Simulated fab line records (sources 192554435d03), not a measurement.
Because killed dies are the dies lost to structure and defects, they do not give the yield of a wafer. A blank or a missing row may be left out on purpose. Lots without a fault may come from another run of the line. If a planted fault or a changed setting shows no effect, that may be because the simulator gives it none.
Matching of chambers -- flow n5Finfet -- 4 sister chambers for N5_MOL_CONTACT_COAG_ETCH_105 on rieDiel-01
The step etches SiARC in CF4, target depth 15.6 nm, time 26 s. 18 wafers are shown with their chamber, then 9 later ones without.

WAFERS, EACH WITH ITS CHAMBER
wafer,chamber,drypumpMotorCurrentA (A),throttleValvePct (%),showerheadPlenumPTorr (Torr)
L074.3,2,5.5,15.45,2.14
L074.4,3,6.4,15.36,2.13
L074.5,1,6.0,15.87,2.13
L077.2,2,5.5,15.45,2.14
L077.3,1,5.9,15.88,2.13
L077.6,1,5.9,15.87,2.13
L080.2,1,5.9,15.87,2.13
L080.4,2,5.5,15.46,2.14
L080.5,0,6.2,15.44,2.27
L081.1,2,5.5,15.47,2.14
L081.2,1,5.9,15.89,2.12
L081.6,0,6.2,15.43,2.27
L082.1,3,6.4,15.35,2.13
L082.3,1,6.0,15.89,2.12
L082.6,3,6.4,15.36,2.13
L083.1,0,6.2,15.44,2.26
L083.2,2,5.5,15.48,2.14
L083.5,1,5.9,15.89,2.12

SIGNATURES, as means of the wafers listed above
reading,chamber 0,chamber 1,chamber 2,chamber 3,scatter within a chamber
drypumpMotorCurrentA,6.200,5.929,5.500,6.400,0.0319
throttleValvePct,15.4367,15.8800,15.4620,15.3567,0.01
showerheadPlenumPTorr,2.2667,2.1257,2.1400,2.1300,0.00412
Rule: a wafer lies at a distance from a chamber equal to the root of the sum of squares, over the readings, of (its reading less the chamber's mean, divided by the reading's scatter). If the next closest chamber is less than 2 further off than the closest, the wafer can't be placed; otherwise it belongs to the closest. The scatter: the root of (the sum of the squares of (reading less its chamber's mean) over the shown wafers, divided by (wafers less chambers)).

WAFERS WITH NO CHAMBER GIVEN
wafer,drypumpMotorCurrentA (A),throttleValvePct (%),showerheadPlenumPTorr (Torr)
L086.3,6.2,15.46,2.26
L086.5,6.2,15.46,2.26
L086.6,6.0,15.90,2.12
L090.2,6.4,15.40,2.12
L090.3,5.6,15.50,2.13
L090.6,5.6,15.49,2.13
L097.2,6.4,15.42,2.12
L097.3,5.6,15.56,2.12
L097.6,6.2,15.52,2.25

EACH ONE'S CHAMBER
wafer,from the rows above,in truth
L086.3,0,0
L086.5,0,0
L086.6,1,1
L090.2,3,3
L090.3,2,2
L090.6,2,2
L097.2,3,3
L097.3,2,2
L097.6,0,0
Placed correctly: 9 of 9. From these rows, 0 cannot be placed. Number placed wrongly: 0.
